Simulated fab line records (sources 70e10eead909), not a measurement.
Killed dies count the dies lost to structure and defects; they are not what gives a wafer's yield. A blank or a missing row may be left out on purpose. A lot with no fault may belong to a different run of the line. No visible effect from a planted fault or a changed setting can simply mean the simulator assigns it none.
fab line records	flow nand_harc
record: lots: 24	wafers: 72	last_day: 34
route steps=1302 shown A_CONTACT@1045
lots that met no fault: from a run of the same line without faults
start_h: start of the lot's first displayed wafer, in hours after the record's first day	wait_h: how many hours have passed since the lot's step before this one	" identical to the entry in the row above	L1.1+2: several wafers, shown together as one row	- no value, or no start given	* or withheld: withheld	< > ~ a bound
route shown NAME@n: NAME is a module with steps in the file, n the number in the route of the first one	usual: mean/standard deviation of fault-free wafers	same: alike in all rows	chamber/n: place in a boat	sites: the reading at each site	_std_site: standard deviation across them	_edge_site: mean of outer sites minus mean of inner sites	radius_mm: how far each site lies from the wafer's centre	mask NAME#n: copy n	behind: the most recent tool/chamber to have shaped the wafer	hold: reason for holding the lot/hours on hold/outcome of the hold	device: names the non-switching transistor (n, p or np)	end of line: tests run on the same wafers once the route is complete	for a step that has no rows: nothing shown but its recipe	killed: dies that structure and defects cost at the first sort, which is not the same as the wafer's yield	map: per-die view of a wafer (x killed, . not killed, _ where there is no die)
set.NAME: setting as actually run; set.NAME@STEP: the setting as run at that earlier step	model.NAME: the simulator's own value behind a step, which no gauge read
one table for each step of the route and one row for each wafer, over a sample of lots
services: a tool's chamber out of use, with start hour (start_h, from the record's first day; less than 0 if before it), hours out, and reason
== steps ==
step: NHARC_A_CONTACT_ETCH_77
recipe: target_depth_a: 1089	time_s: 54.5	cf4_flow_sccm: 100	chf3_flow_sccm: 30	ar_flow_sccm: 0	rf_w: 500	bias_w: 200	chemistry: CF4/CHF3
usual: drypump_motor_current_A: 5.6/0.41	oes_product_au: 0.940/0.025	rf_vpp_V: 371.9/2.2	showerhead_plenum_p_Torr: 1.61/0.065	throttle_valve_pct: 16.803/0.0093
lot.wafer	tool	chamber	start_h	wait_h	drypump_motor_current_A	oes_product_au	rf_hours_counter_h	rf_vpp_V	showerhead_plenum_p_Torr	throttle_valve_pct
L075.1	rie_diel-03	3	-	-	4.9	0.939	7	372.5	1.65	16.812
L075.2	"	1	"	"	5.8	0.935	4	367.5	1.51	16.811
L075.5	"	0	"	"	5.5	0.928	-	375.1	1.70	16.794
L074.3	rie_diel-03	0	-	-	5.4	0.975	8	376.2	1.70	16.789
L074.1	"	2	"	"	6.3	0.966	7	371.5	1.60	16.805
L074.6	"	0	"	"	5.4	0.988	-	375.7	1.70	16.796
L076.3	rie_diel-10	2	-	-	5.7	0.913	35	369.2	1.55	16.829
L076.1	"	3	"	"	5.9	0.920	36	374.9	1.69	16.801
L076.5	"	1	"	"	5.1	0.915	-	371.5	1.59	16.820
L077.2	rie_diel-10	3	-	-	5.9	0.929	44	374.9	1.69	16.792
L077.3	"	1	"	"	5.2	0.923	25	370.4	1.59	16.814
L077.5	"	0	"	"	5.6	0.914	-	369.0	1.55	16.814
L078.3	rie_diel-03	1	-	-	5.8	0.949	10	369.3	1.51	16.798
L078.2	"	3	"	"	4.9	0.938	13	372.4	1.65	16.802
L078.5	"	1	"	"	5.8	0.945	-	368.9	1.51	16.799
L079.3	rie_diel-03	1	-	-	5.8	0.973	13	369.4	1.51	16.805
L079.5	"	3	"	"	4.9	0.980	-	372.7	1.65	16.791
L079.6	"	0	"	"	5.4	0.957	-	374.4	1.70	16.805
L081.1	rie_diel-10	1	-	-	5.2	0.927	37	372.9	1.59	16.806
L081.2	"	2	"	"	5.7	0.924	55	370.7	1.54	16.811
L081.5	"	2	"	"	5.7	0.915	-	371.1	1.54	16.804
L080.4	rie_diel-11	2	-	-	6.2	0.906	39	374.3	1.66	16.806
L080.1	"	0	"	"	5.6	0.908	39	372.0	1.63	16.816
L080.6	"	2	"	"	6.1	0.908	-	373.9	1.66	16.810
L082.3	rie_diel-03	2	-	-	6.3	0.926	18	372.6	1.59	16.792
L082.2	"	3	"	"	4.9	0.938	20	373.2	1.65	16.792
L082.5	"	3	"	"	4.9	0.938	-	373.3	1.65	16.792
L084.2	rie_diel-03	1	-	-	5.8	0.959	21	368.4	1.50	16.793
L084.5	"	0	"	"	5.5	0.935	-	374.8	1.69	16.805
L084.6	"	1	"	"	5.8	0.953	-	368.5	1.50	16.804
L083.2	rie_diel-03	0	-	-	5.5	0.931	23	374.5	1.69	16.802
L083.4	"	1	"	"	5.8	0.947	22	369.0	1.50	16.785
L083.1	"	2	"	"	6.3	0.925	22	371.0	1.59	16.813
L085.3	rie_diel-11	1	-	-	5.5	0.950	1	374.1	1.67	16.796
L085.4	"	3	"	"	6.0	0.989	1	370.7	1.55	16.796
L085.5	"	1	"	"	5.5	0.954	-	374.7	1.67	16.805
L086.3	rie_diel-03	2	-	-	6.3	0.913	26	370.9	1.59	16.816
L086.5	"	1	"	"	5.8	0.948	-	369.4	1.50	16.805
L086.6	"	2	"	"	6.3	0.923	-	370.8	1.59	16.792
L090.3	rie_diel-03	2	-	-	6.3	0.990	0	371.4	1.59	16.797
L090.6	"	0	"	"	5.5	0.968	-	375.0	1.69	16.784
L090.5	"	1	"	"	5.8	0.970	-	367.5	1.50	16.809
L087.1	rie_diel-11	3	-	-	6.1	0.931	11	369.3	1.55	16.801
L087.3	"	1	"	"	5.5	0.915	9	374.4	1.67	16.795
L087.6	"	1	"	"	5.5	0.908	-	374.5	1.67	16.809
L088.4	rie_diel-10	2	-	-	5.7	0.938	17	371.8	1.54	16.793
L088.6	"	2	"	"	5.7	0.957	-	368.6	1.53	16.804
L088.5	"	3	"	"	5.9	0.977	-	373.3	1.68	16.806
L089.4	rie_diel-10	3	-	-	5.9	1.001	22	373.5	1.68	16.796
L089.2	"	0	"	"	5.6	0.979	22	370.6	1.54	16.825
L089.5	"	1	"	"	5.2	0.963	-	370.4	1.58	16.800
L092.1	rie_diel-03	1	-	-	5.8	0.965	6	367.9	1.50	16.810
L092.3	"	2	"	"	6.3	0.987	7	371.4	1.59	16.805
L092.4	"	0	"	"	5.4	0.958	4	373.1	1.69	16.799
L091.1	rie_diel-03	1	-	-	5.8	0.931	7	369.2	1.50	16.814
L091.2	"	2	"	"	6.3	0.934	8	372.2	1.59	16.800
L091.5	"	2	"	"	6.3	0.922	-	370.1	1.59	16.803
L094.2	rie_diel-03	0	-	-	5.4	0.925	8	373.6	1.69	16.814
L094.3	"	1	"	"	5.8	0.920	11	368.0	1.50	16.817
L094.4	"	2	"	"	6.3	0.929	12	371.6	1.59	16.807
L093.1	rie_diel-11	1	-	-	5.4	0.913	27	372.9	1.66	16.803
L093.2	"	2	"	"	6.2	0.912	22	374.8	1.65	16.813
L093.6	"	0	"	"	5.6	0.906	-	372.1	1.62	16.810
L095.2	rie_diel-11	2	-	-	6.2	0.905	29	372.0	1.65	16.814
L095.1	"	1	"	"	5.4	0.909	33	373.0	1.66	16.796
L095.5	"	0	"	"	5.6	0.904	-	372.7	1.62	16.796
L096.1	rie_diel-03	0	-	-	5.4	0.932	13	374.5	1.69	16.798
L096.4	"	1	"	"	5.8	0.922	15	368.6	1.50	16.813
L096.6	"	3	"	"	4.9	0.942	-	371.8	1.64	16.807
L097.1	rie_diel-11	2	-	-	6.2	0.918	42	372.8	1.65	16.816
L097.3	"	0	"	"	5.6	0.911	43	372.2	1.61	16.791
L097.5	"	1	"	"	5.4	0.916	-	374.2	1.66	16.818
step: NHARC_A_CONTACT_ETCH_124
recipe: source_w: withheld	pressure_mtorr: 20	bias_v: withheld	time_s: 140	target_depth_a: 7000	ar_flow_sccm: withheld	c4f8_flow_sccm: withheld	o2_flow_sccm: withheld	chemistry: C4F8/O2/Ar
lot.wafer	tool	chamber	start_h	wait_h	rf_hours_counter_h
L075.1	har_cap_etch-02	0	511.93	-	86
L075.2	"	1	"	"	86
L075.5	"	1	"	"	-
L074.1	har_cap_etch-01	1	517.27	-	0
L074.3	"	1	"	"	-
L074.6	"	1	"	"	-
L076.1	har_cap_etch-03	0	518.63	-	43
L076.3	"	1	"	"	-
L076.5	"	0	"	"	-
L077.2	har_cap_etch-02	0	533.88	-	92
L077.3	"	1	"	"	-
L077.5	"	0	"	"	-
L078.2	har_cap_etch-03	1	535.02	-	48
L078.3	"	0	"	"	-
L078.5	"	0	"	"	-
L079.3	har_cap_etch-03	0	554.38	-	-
L079.5	"	0	"	"	-
L079.6	"	1	"	"	-
L081.1	har_cap_etch-03	1	575.07	-	55
L081.2	"	0	"	"	55
L081.5	"	1	"	"	-
L080.1	har_cap_etch-02	0	575.14	-	97
L080.4	"	0	"	"	-
L080.6	"	0	"	"	-
L082.2	har_cap_etch-01	0	587.98	-	12
L082.3	"	1	"	"	-
L082.5	"	0	"	"	-
L084.2	har_cap_etch-02	0	602.25	-	103
L084.6	"	0	"	"	-
L084.5	"	1	"	"	-
L083.1	har_cap_etch-03	1	604.69	-	60
L083.2	"	0	"	"	60
L083.4	"	0	"	"	-
L085.4	har_cap_etch-02	0	624.57	-	-
L085.3	"	1	"	"	-
L085.5	"	0	"	"	-
L086.3	har_cap_etch-03	1	628.08	-	-
L086.6	"	1	"	"	-
L086.5	"	0	"	"	-
L090.3	har_cap_etch-02	1	651.05	-	-
L090.6	"	0	"	"	-
L090.5	"	1	"	"	-
L087.1	har_cap_etch-03	0	651.49	-	67
L087.3	"	1	"	"	-
L087.6	"	1	"	"	-
L088.4	har_cap_etch-02	0	664.08	-	-
L088.5	"	1	"	"	-
L088.6	"	0	"	"	-
L089.2	har_cap_etch-01	0	666.48	-	27
L089.4	"	1	"	"	-
L089.5	"	0	"	"	-
L092.1	har_cap_etch-03	0	669.06	-	72
L092.3	"	0	"	"	-
L092.4	"	1	"	"	-
L091.2	har_cap_etch-02	0	676.03	-	117
L091.1	"	1	"	"	117
L091.5	"	0	"	"	-
L094.2	har_cap_etch-02	1	696.19	-	122
L094.4	"	1	"	"	-
L094.3	"	0	"	"	-
L093.2	har_cap_etch-01	0	696.77	-	33
L093.1	"	1	"	"	33
L093.6	"	0	"	"	-
L095.2	har_cap_etch-03	0	720.53	-	79
L095.1	"	1	"	"	79
L095.5	"	0	"	"	-
L096.1	har_cap_etch-03	0	740.42	-	81
L096.4	"	0	"	"	-
L096.6	"	0	"	"	-
L097.1	har_cap_etch-01	0	757.67	-	41
L097.3	"	0	"	"	-
L097.5	"	1	"	"	-
step: NHARC_A_CONTACT_ETCH_129
recipe: source_w: withheld	pressure_mtorr: 20	bias_v: 3000	time_s: 197	target_depth_a: 19180	ar_flow_sccm: withheld	c4f8_flow_sccm: withheld	o2_flow_sccm: withheld	chemistry: C4F8/O2/Ar
lot.wafer	tool	chamber	start_h	wait_h	rf_hours_counter_h
L075.1	har_cap_etch-02	0	512.85	0.1	87
L075.2	"	1	"	"	87
L075.5	"	1	"	"	-
L074.1	har_cap_etch-01	1	518.47	0.2	1
L074.3	"	1	"	"	-
L074.6	"	1	"	"	-
L076.1	har_cap_etch-03	0	519.53	0.1	44
L076.3	"	1	"	"	-
L076.5	"	0	"	"	-
L077.2	har_cap_etch-02	0	535.08	0.2	93
L077.3	"	1	"	"	-
L077.5	"	0	"	"	-
L078.2	har_cap_etch-03	1	535.92	0.1	49
L078.3	"	0	"	"	-
L078.5	"	0	"	"	-
L079.3	har_cap_etch-03	0	555.28	0.1	-
L079.5	"	0	"	"	-
L079.6	"	1	"	"	-
L080.1	har_cap_etch-02	0	576.05	0.1	98
L080.4	"	0	"	"	-
L080.6	"	0	"	"	-
L081.1	har_cap_etch-03	1	576.26	0.2	55
L081.2	"	0	"	"	55
L081.5	"	1	"	"	-
L082.2	har_cap_etch-01	0	588.89	0.1	13
L082.3	"	1	"	"	-
L082.5	"	0	"	"	-
L084.2	har_cap_etch-02	0	603.55	0.2	104
L084.6	"	0	"	"	-
L084.5	"	1	"	"	-
L083.1	har_cap_etch-03	1	605.89	0.2	61
L083.2	"	0	"	"	61
L083.4	"	0	"	"	-
L085.4	har_cap_etch-02	0	625.78	0.2	-
L085.3	"	1	"	"	-
L085.5	"	0	"	"	-
L086.3	har_cap_etch-03	1	629.67	0.3	-
L086.6	"	1	"	"	-
L086.5	"	0	"	"	-
L090.3	har_cap_etch-02	1	651.94	0.1	-
L090.6	"	0	"	"	-
L090.5	"	1	"	"	-
L087.1	har_cap_etch-03	0	652.39	0.1	68
L087.3	"	1	"	"	-
L087.6	"	1	"	"	-
L088.4	har_cap_etch-02	0	664.98	0.1	-
L088.5	"	1	"	"	-
L088.6	"	0	"	"	-
L089.2	har_cap_etch-01	0	667.39	0.1	28
L089.4	"	1	"	"	-
L089.5	"	0	"	"	-
L092.1	har_cap_etch-03	0	669.97	0.1	73
L092.3	"	0	"	"	-
L092.4	"	1	"	"	-
L091.2	har_cap_etch-02	0	676.95	0.2	118
L091.1	"	1	"	"	118
L091.5	"	0	"	"	-
L094.2	har_cap_etch-02	1	697.09	0.1	122
L094.4	"	1	"	"	-
L094.3	"	0	"	"	-
L093.2	har_cap_etch-01	0	697.68	0.1	33
L093.1	"	1	"	"	33
L093.6	"	0	"	"	-
L095.2	har_cap_etch-03	0	721.43	0.1	80
L095.1	"	1	"	"	80
L095.5	"	0	"	"	-
L096.1	har_cap_etch-03	0	741.32	0.1	82
L096.4	"	0	"	"	-
L096.6	"	0	"	"	-
L097.1	har_cap_etch-01	0	758.57	0.1	42
L097.3	"	0	"	"	-
L097.5	"	1	"	"	-
step: NHARC_A_CONTACT_ETCH_106
recipe: target_depth_a: 900	overetch_a: 90	time_s: 49.5	ion_energy_ev: 100	cf4_flow_sccm: 80	o2_flow_sccm: 20	ar_flow_sccm: 0	rf_w: 300	bias_w: 100	chemistry: CF4/O2
usual: drypump_motor_current_A: 5.7/0.35	oes_product_au: 1.002/0.013	rf_vpp_V: 198.5/1.4	showerhead_plenum_p_Torr: 1.36/0.056	throttle_valve_pct: 13.397/0.0089
lot.wafer	tool	chamber	start_h	wait_h	drypump_motor_current_A	oes_product_au	rf_hours_counter_h	rf_vpp_V	showerhead_plenum_p_Torr	throttle_valve_pct
L075.1	rie_diel-03	0	514.86	0.0	5.5	1.009	7	201.1	1.44	13.390
L075.2	"	1	"	"	5.8	1.019	5	197.4	1.28	13.396
L075.5	"	0	"	"	5.4	1.004	-	200.2	1.44	13.400
L074.3	rie_diel-03	0	520.83	0.1	5.5	1.002	9	199.4	1.44	13.390
L074.1	"	1	"	"	5.8	1.012	7	197.3	1.28	13.385
L074.6	"	0	"	"	5.5	1.012	-	200.1	1.44	13.400
L076.1	rie_diel-10	2	521.56	0.1	5.7	0.987	36	197.3	1.31	13.393
L076.3	"	3	"	"	5.9	0.991	37	200.5	1.44	13.394
L076.5	"	2	"	"	5.7	0.996	-	198.4	1.31	13.398
L077.3	rie_diel-03	2	537.42	0.1	6.3	0.996	11	196.3	1.35	13.395
L077.2	"	0	"	"	5.4	0.993	13	200.3	1.44	13.385
L077.5	"	1	"	"	5.8	1.029	-	196.6	1.28	13.391
L078.3	rie_diel-03	0	537.97	0.1	5.4	1.005	13	200.2	1.44	13.400
L078.2	"	2	"	"	6.3	0.994	12	200.1	1.35	13.392
L078.5	"	1	"	"	5.8	1.025	-	195.4	1.28	13.407
L079.3	rie_diel-03	0	557.23	0.1	5.5	1.005	16	199.9	1.44	13.402
L079.5	"	0	"	"	5.5	1.002	-	200.4	1.44	13.403
L079.6	"	1	"	"	5.8	1.021	-	196.9	1.28	13.390
L080.1	rie_diel-10	2	578.03	0.1	5.7	0.999	56	195.9	1.31	13.410
L080.4	"	0	"	"	5.6	0.992	49	196.9	1.31	13.387
L080.6	"	2	"	"	5.7	0.996	-	196.8	1.31	13.379
L081.2	rie_diel-11	0	578.65	0.1	5.6	0.992	40	199.1	1.38	13.400
L081.1	"	3	"	"	6.0	1.034	41	196.7	1.32	13.401
L081.5	"	0	"	"	5.6	0.993	-	198.7	1.38	13.395
L082.3	rie_diel-03	1	591.25	0.1	5.8	1.027	20	197.3	1.27	13.395
L082.2	"	2	"	"	6.3	1.010	20	198.8	1.35	13.395
L082.5	"	3	"	"	4.9	1.017	-	200.4	1.40	13.394
L084.2	rie_diel-10	3	606.09	0.1	5.9	1.009	0	200.0	1.43	13.412
L084.6	"	1	"	"	5.2	0.973	-	198.9	1.35	13.407
L084.5	"	2	"	"	5.7	0.996	-	198.4	1.30	13.396
L083.2	rie_diel-10	1	608.69	0.1	5.2	0.997	1	196.4	1.35	13.391
L083.1	"	3	"	"	5.9	1.027	0	199.3	1.43	13.382
L083.4	"	0	"	"	5.6	1.015	1	197.6	1.31	13.405
L085.3	rie_diel-11	1	628.09	0.0	5.4	0.988	3	199.2	1.42	13.398
L085.4	"	3	"	"	6.0	1.013	5	197.9	1.32	13.412
L085.5	"	1	"	"	5.4	0.999	-	199.0	1.42	13.388
L086.3	rie_diel-11	1	632.44	0.1	5.5	0.984	4	200.0	1.42	13.402
L086.6	"	1	"	"	5.5	0.998	-	199.9	1.42	13.393
L086.5	"	2	"	"	6.1	0.996	-	198.7	1.41	13.396
L090.3	rie_diel-11	0	654.05	0.1	5.6	0.987	13	198.2	1.38	13.388
L090.5	"	0	"	"	5.6	0.994	-	199.9	1.38	13.398
L090.6	"	1	"	"	5.5	0.998	-	199.9	1.42	13.394
L087.1	rie_diel-03	3	655.16	0.1	4.9	1.017	3	199.3	1.40	13.397
L087.3	"	0	"	"	5.4	1.003	2	199.7	1.44	13.415
L087.6	"	2	"	"	6.3	0.997	-	198.0	1.35	13.397
L088.4	rie_diel-10	0	666.90	0.1	5.7	1.009	22	198.4	1.31	13.403
L088.5	"	2	"	"	5.7	1.007	-	198.2	1.30	13.403
L088.6	"	3	"	"	5.9	1.012	-	199.7	1.43	13.389
L089.2	rie_diel-11	1	669.36	0.0	5.4	0.989	15	200.5	1.42	13.394
L089.4	"	2	"	"	6.2	1.001	12	200.7	1.41	13.407
L089.5	"	1	"	"	5.4	0.985	-	199.9	1.42	13.390
L092.1	rie_diel-10	3	671.97	0.1	5.9	1.010	23	199.3	1.42	13.409
L092.3	"	0	"	"	5.7	1.005	23	198.2	1.31	13.386
L092.4	"	1	"	"	5.2	0.991	19	198.0	1.34	13.385
L091.1	rie_diel-10	3	678.95	0.1	5.9	1.021	25	201.6	1.42	13.405
L091.2	"	0	"	"	5.7	1.009	25	199.0	1.31	13.396
L091.5	"	2	"	"	5.7	0.988	-	197.9	1.30	13.377
L094.2	rie_diel-10	2	699.31	0.0	5.7	1.000	28	197.5	1.30	13.404
L094.3	"	3	"	"	5.9	1.025	34	200.6	1.42	13.400
L094.4	"	1	"	"	5.2	1.008	29	199.0	1.34	13.399
L093.1	rie_diel-03	1	699.67	0.1	5.8	1.001	12	195.9	1.27	13.381
L093.2	"	2	"	"	6.3	1.017	12	197.2	1.35	13.386
L093.6	"	1	"	"	5.8	0.996	-	197.8	1.27	13.381
L095.1	rie_diel-11	0	723.44	0.1	5.6	0.979	34	198.4	1.37	13.395
L095.2	"	2	"	"	6.2	0.991	31	199.3	1.40	13.388
L095.5	"	0	"	"	5.6	0.979	-	198.6	1.37	13.394
L096.4	rie_diel-10	1	743.35	0.1	5.2	1.000	42	197.8	1.34	13.400
L096.1	"	2	"	"	5.7	0.996	41	196.1	1.30	13.407
L096.6	"	0	"	"	5.7	1.013	-	198.1	1.30	13.425
L097.1	rie_diel-11	1	760.67	0.1	5.4	0.981	45	199.6	1.41	13.413
L097.3	"	0	"	"	5.6	0.989	46	198.8	1.37	13.396
L097.5	"	1	"	"	5.4	0.979	-	198.4	1.41	13.396
step: NHARC_A_CONTACT_ETCH_137
recipe: source_w: withheld	pressure_mtorr: 20	bias_v: 1200	time_s: 311	target_depth_a: 19120	ar_flow_sccm: withheld	c4f8_flow_sccm: withheld	o2_flow_sccm: withheld	chemistry: C4F8/O2/Ar
lot.wafer	tool	chamber	start_h	wait_h	rf_hours_counter_h
L075.1	har_cap_etch-02	0	524.81	0.2	90
L075.2	"	1	"	"	90
L075.5	"	1	"	"	-
L074.1	har_cap_etch-02	0	528.81	0.2	91
L074.3	"	0	"	"	-
L074.6	"	1	"	"	-
L076.1	har_cap_etch-03	0	529.54	0.2	48
L076.3	"	0	"	"	-
L076.5	"	0	"	"	-
L077.2	har_cap_etch-02	0	544.27	0.3	95
L077.3	"	0	"	"	-
L077.5	"	0	"	"	-
L078.2	har_cap_etch-03	0	544.28	0.2	51
L078.3	"	0	"	"	-
L078.5	"	1	"	"	-
L079.3	har_cap_etch-03	1	565.89	0.2	-
L079.5	"	1	"	"	-
L079.6	"	0	"	"	-
L080.1	har_cap_etch-02	1	583.51	0.3	100
L080.4	"	1	"	"	-
L080.6	"	1	"	"	-
L081.2	har_cap_etch-03	0	585.32	0.4	57
L081.1	"	1	"	"	57
L081.5	"	1	"	"	-
L082.2	har_cap_etch-01	1	596.46	0.2	15
L082.3	"	0	"	"	-
L082.5	"	0	"	"	-
L084.2	har_cap_etch-03	0	612.50	0.3	62
L084.5	"	1	"	"	-
L084.6	"	0	"	"	-
L083.2	har_cap_etch-01	1	621.48	0.2	18
L083.1	"	0	"	"	18
L083.4	"	0	"	"	-
L085.4	har_cap_etch-01	0	633.23	0.2	-
L085.3	"	1	"	"	-
L085.5	"	0	"	"	-
L086.3	har_cap_etch-02	0	637.93	0.3	-
L086.5	"	1	"	"	-
L086.6	"	0	"	"	-
L090.3	har_cap_etch-03	1	659.49	0.2	-
L090.5	"	0	"	"	-
L090.6	"	1	"	"	-
L087.1	har_cap_etch-02	0	660.98	0.2	115
L087.3	"	0	"	"	-
L087.6	"	0	"	"	-
L088.4	har_cap_etch-01	1	678.44	0.2	-
L088.5	"	1	"	"	-
L088.6	"	0	"	"	-
L089.2	har_cap_etch-03	1	681.66	0.2	75
L089.4	"	0	"	"	-
L089.5	"	1	"	"	-
L092.1	har_cap_etch-02	0	685.34	0.2	120
L092.3	"	0	"	"	-
L092.4	"	1	"	"	-
L091.2	har_cap_etch-02	1	687.34	0.2	121
L091.1	"	0	"	"	121
L091.5	"	1	"	"	-
L094.2	har_cap_etch-03	1	705.35	0.3	79
L094.3	"	1	"	"	-
L094.4	"	0	"	"	-
L093.1	har_cap_etch-02	0	705.95	0.2	124
L093.2	"	1	"	"	124
L093.6	"	1	"	"	-
L095.1	har_cap_etch-02	0	728.82	0.2	125
L095.2	"	1	"	"	125
L095.5	"	0	"	"	-
L096.1	har_cap_etch-03	0	749.68	0.2	83
L096.4	"	0	"	"	-
L096.6	"	1	"	"	-
L097.1	har_cap_etch-01	1	767.15	0.2	45
L097.3	"	1	"	"	-
L097.5	"	0	"	"	-
step: NHARC_A_CONTACT_ETCH_98
recipe: target_depth_a: 200	over_etch_frac: 0.5	time_s: 10	ion_energy_ev: 250	c4f6_flow_sccm: 25	o2_flow_sccm: 20	ar_flow_sccm: 500	rf_w: 600	bias_w: 500	chemistry: C4F6/O2
usual: drypump_motor_current_A: 5.6/0.42	oes_product_au: 0.964/0.026	rf_vpp_V: 548/3.2	showerhead_plenum_p_Torr: 3.99/0.16	throttle_valve_pct: 26.904/0.0085
same: over_etch_frac: 0.5
lot.wafer	tool	chamber	start_h	wait_h	drypump_motor_current_A	oes_product_au	rf_hours_counter_h	rf_vpp_V	showerhead_plenum_p_Torr	throttle_valve_pct
L075.2	rie_diel-03	0	-	-	5.4	0.960	10	553	4.22	26.895
L075.1	"	1	"	"	5.8	0.972	8	543	3.76	26.896
L075.5	"	3	"	"	5.0	0.987	-	552	4.11	26.917
L074.1	rie_diel-03	3	-	-	5.0	0.951	12	552	4.10	26.899
L074.3	"	2	"	"	6.3	0.949	11	549	3.97	26.917
L074.6	"	3	"	"	5.0	0.953	-	550	4.11	26.903
L076.1	rie_diel-10	2	-	-	5.7	0.954	41	546	3.85	26.906
L076.3	"	1	"	"	5.2	0.961	24	548	3.97	26.887
L076.5	"	2	"	"	5.7	0.945	-	546	3.85	26.899
L078.2	rie_diel-03	1	-	-	5.8	0.965	12	544	3.76	26.900
L078.3	"	3	"	"	4.9	0.945	15	550	4.10	26.916
L078.5	"	1	"	"	5.8	0.970	-	544	3.76	26.913
L077.2	rie_diel-03	1	-	-	5.8	0.961	12	544	3.76	26.909
L077.3	"	3	"	"	5.0	0.957	15	550	4.10	26.903
L077.5	"	0	"	"	5.4	0.953	-	554	4.22	26.904
L079.3	rie_diel-10	3	-	-	5.9	1.011	54	552	4.19	26.902
L079.6	"	2	"	"	5.7	1.000	-	544	3.85	26.921
L079.5	"	3	"	"	5.9	1.016	-	552	4.19	26.902
L080.1	rie_diel-10	3	-	-	5.9	0.963	59	553	4.19	26.911
L080.4	"	0	"	"	5.7	0.939	51	547	3.86	26.899
L080.6	"	2	"	"	5.7	0.931	-	545	3.84	26.908
L081.2	rie_diel-10	3	-	-	5.9	0.954	59	553	4.19	26.912
L081.1	"	1	"	"	5.2	0.947	41	547	3.96	26.929
L081.5	"	0	"	"	5.7	0.926	-	546	3.86	26.898
L082.2	rie_diel-03	3	-	-	5.0	0.951	23	550	4.10	26.887
L082.3	"	0	"	"	5.4	0.960	22	552	4.21	26.897
L082.5	"	3	"	"	5.0	0.949	-	550	4.10	26.914
L084.2	rie_diel-03	0	-	-	5.5	0.919	26	553	4.21	26.929
L084.6	"	2	"	"	6.3	0.918	-	547	3.96	26.902
L084.5	"	3	"	"	5.0	0.936	-	551	4.10	26.894
L083.4	rie_diel-03	1	-	-	5.8	0.972	24	543	3.75	26.902
L083.1	"	3	"	"	4.9	0.965	28	549	4.10	26.900
L083.2	"	0	"	"	5.5	0.969	26	553	4.21	26.900
L085.3	rie_diel-03	3	-	-	5.0	0.952	30	550	4.09	26.899
L085.4	"	0	"	"	5.5	0.945	28	553	4.21	26.898
L085.5	"	3	"	"	5.0	0.957	-	549	4.09	26.900
L086.3	rie_diel-10	2	-	-	5.7	0.955	8	544	3.84	26.901
L086.5	"	0	"	"	5.6	0.949	-	546	3.85	26.896
L086.6	"	1	"	"	5.2	0.941	-	547	3.95	26.908
L090.3	rie_diel-10	3	-	-	5.9	0.952	21	551	4.17	26.902
L090.6	"	0	"	"	5.7	0.946	-	545	3.85	26.913
L090.5	"	1	"	"	5.2	0.929	-	548	3.95	26.911
L087.3	rie_diel-10	3	-	-	5.9	0.945	21	551	4.17	26.902
L087.1	"	0	"	"	5.7	0.951	20	545	3.85	26.899
L087.6	"	3	"	"	5.9	0.949	-	551	4.17	26.900
L088.5	rie_diel-11	3	679.64	0.1	6.0	1.006	-	546	3.86	26.894
L088.4	"	0	"	"	5.7	0.990	-	548	4.03	26.925
L088.6	"	1	"	"	5.5	0.982	-	552	4.14	26.904
L089.4	rie_diel-03	0	-	-	5.4	0.965	6	552	4.21	26.903
L089.2	"	3	"	"	5.0	0.949	8	549	4.09	26.924
L089.5	"	0	"	"	5.4	0.954	-	553	4.21	26.905
L092.3	rie_diel-03	0	-	-	5.5	1.010	8	551	4.20	26.893
L092.1	"	1	"	"	5.8	0.996	10	545	3.75	26.905
L092.4	"	2	"	"	6.3	1.002	11	549	3.96	26.918
L091.2	rie_diel-03	1	-	-	5.8	0.999	10	544	3.75	26.892
L091.1	"	3	"	"	5.0	1.010	9	550	4.09	26.904
L091.5	"	2	"	"	6.3	1.008	-	547	3.96	26.901
L094.3	rie_diel-03	3	-	-	4.9	1.011	11	550	4.09	26.909
L094.2	"	1	"	"	5.8	0.984	12	544	3.75	26.893
L094.4	"	2	"	"	6.3	1.012	13	548	3.96	26.907
L093.2	rie_diel-10	0	-	-	5.6	0.975	37	545	3.84	26.899
L093.1	"	3	"	"	5.9	0.958	36	553	4.16	26.902
L093.6	"	1	"	"	5.2	0.965	-	547	3.94	26.902
L095.1	rie_diel-03	0	-	-	5.5	0.943	13	555	4.20	26.898
L095.2	"	2	"	"	6.3	0.946	14	545	3.95	26.891
L095.5	"	3	"	"	5.0	0.963	-	550	4.09	26.908
L096.4	rie_diel-11	3	-	-	6.1	1.027	46	546	3.85	26.907
L096.1	"	2	"	"	6.2	0.994	42	549	4.10	26.906
L096.6	"	3	"	"	6.0	1.025	-	546	3.85	26.895
L097.3	rie_diel-03	2	-	-	6.3	0.953	22	547	3.95	26.903
L097.1	"	3	"	"	4.9	0.969	20	551	4.08	26.913
L097.5	"	3	"	"	4.9	0.977	-	549	4.08	26.898
== services ==
tool	chamber	start_h	hours	kind
rie_diel-03	0	491.83	-	clean
rie_diel-03	1	491.83	-	clean
rie_diel-03	2	491.83	-	clean
rie_diel-03	3	491.83	-	clean
har_cap_etch-01	-	497.00	17.0	pm
rie_diel-03	0	516.33	-	clean
rie_diel-03	1	516.33	-	clean
rie_diel-03	2	516.33	-	clean
rie_diel-03	3	516.33	-	clean
rie_diel-11	0	520.39	3.2	repair
rie_diel-03	2	530.60	5.0	repair
rie_diel-03	0	540.83	-	clean
har_cap_etch-02	-	587.83	0.1	repair
rie_diel-10	-	596.86	9.0	pm
rie_diel-11	-	609.89	9.0	pm
rie_diel-03	-	635.30	9.0	pm
rie_diel-11	-	640.23	0.9	repair
rie_diel-11	2	649.12	6.7	repair
rie_diel-03	3	662.92	3.0	repair
rie_diel-11	2	673.69	7.5	repair
rie_diel-11	3	714.27	8.0	repair
rie_diel-03	2	723.60	6.0	repair
rie_diel-10	3	734.25	3.3	repair
har_cap_etch-02	-	756.04	17.0	pm
== key ==
fault none
